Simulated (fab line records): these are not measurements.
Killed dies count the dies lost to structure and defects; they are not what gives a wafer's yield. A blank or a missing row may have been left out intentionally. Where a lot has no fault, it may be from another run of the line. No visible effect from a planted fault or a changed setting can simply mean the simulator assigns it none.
Matching of chambers | flow n5 finfet | N5_BEOL_M1_ETCHBACK_99 on rie diel-05: 4 sister chambers
The step etches SiO2 in CHF3, target depth 5 nm, time 10.4 s. 14 wafers are shown with their chamber, then 7 later ones without.

## WAFERS PAIRED WITH THEIR CHAMBERS
wafer  | chamber | showerhead plenum p Torr (Torr) | oes product au (a.u.) | throttle valve pct (%)
L079.1 | 0       | 2.15                            | 0.73                  | 17.04
L079.3 | 1       | 2.19                            | 0.86                  | 16.83
L079.5 | 2       | 2.15                            | 0.74                  | 16.89
L083.3 | 3       | 2.29                            | 0.94                  | 17.06
L083.5 | 0       | 2.14                            | 0.72                  | 17.05
L083.6 | 3       | 2.29                            | 0.95                  | 17.03
L086.2 | 3       | 2.29                            | 0.95                  | 17.06
L086.3 | 2       | 2.14                            | 0.73                  | 16.91
L086.6 | 2       | 2.14                            | 0.73                  | 16.92
L088.1 | 0       | 2.14                            | 0.72                  | 17.07
L088.2 | 2       | 2.14                            | 0.73                  | 16.92
L088.3 | 1       | 2.18                            | 0.84                  | 16.84
L092.2 | 3       | 2.29                            | 0.92                  | 17.04
L092.4 | 2       | 2.14                            | 0.72                  | 16.94

SIGNATURES (means of the wafers above)
reading                  | chamber 0 | chamber 1 | chamber 2 | chamber 3 | scatter within a chamber
showerhead plenum p Torr | 2.1433    | 2.1850    | 2.1420    | 2.2900    | 0.00443
oes product au           | 0.7233    | 0.8500    | 0.7300    | 0.9400    | 0.0103
throttle valve pct       | 17.0533   | 16.8350   | 16.9160   | 17.0475   | 0.0158
Rule: a wafer's distance from a chamber is the root of the sum, over the readings, of the square of ((its reading less the chamber's mean) divided by the reading's scatter). If the next closest chamber is less than 2 further off than the closest, the wafer can't be placed; otherwise it belongs to the closest. The scatter: the root of (the sum of the squares of (reading less its chamber's mean) over the shown wafers, divided by (wafers less chambers)).

## WAFERS WITHOUT THEIR CHAMBER
wafer  | showerhead plenum p Torr (Torr) | oes product au (a.u.) | throttle valve pct (%)
L092.6 | 2.18                            | 0.84                  | 16.83
L093.2 | 2.29                            | 0.92                  | 17.04
L093.3 | 2.14                            | 0.71                  | 17.09
L093.6 | 2.14                            | 0.72                  | 16.92
L097.2 | 2.14                            | 0.72                  | 16.93
L097.3 | 2.18                            | 0.83                  | 16.86
L097.6 | 2.18                            | 0.83                  | 16.85

## EACH ONE'S CHAMBER
wafer  | from the rows above | in truth
L092.6 | 1                   | 1
L093.2 | 3                   | 3
L093.3 | 0                   | 0
L093.6 | 2                   | 2
L097.2 | 2                   | 2
L097.3 | 1                   | 1
L097.6 | 1                   | 1
Correctly placed: 7 of 7. From these rows, 0 cannot be placed. Wrongly placed: 0.
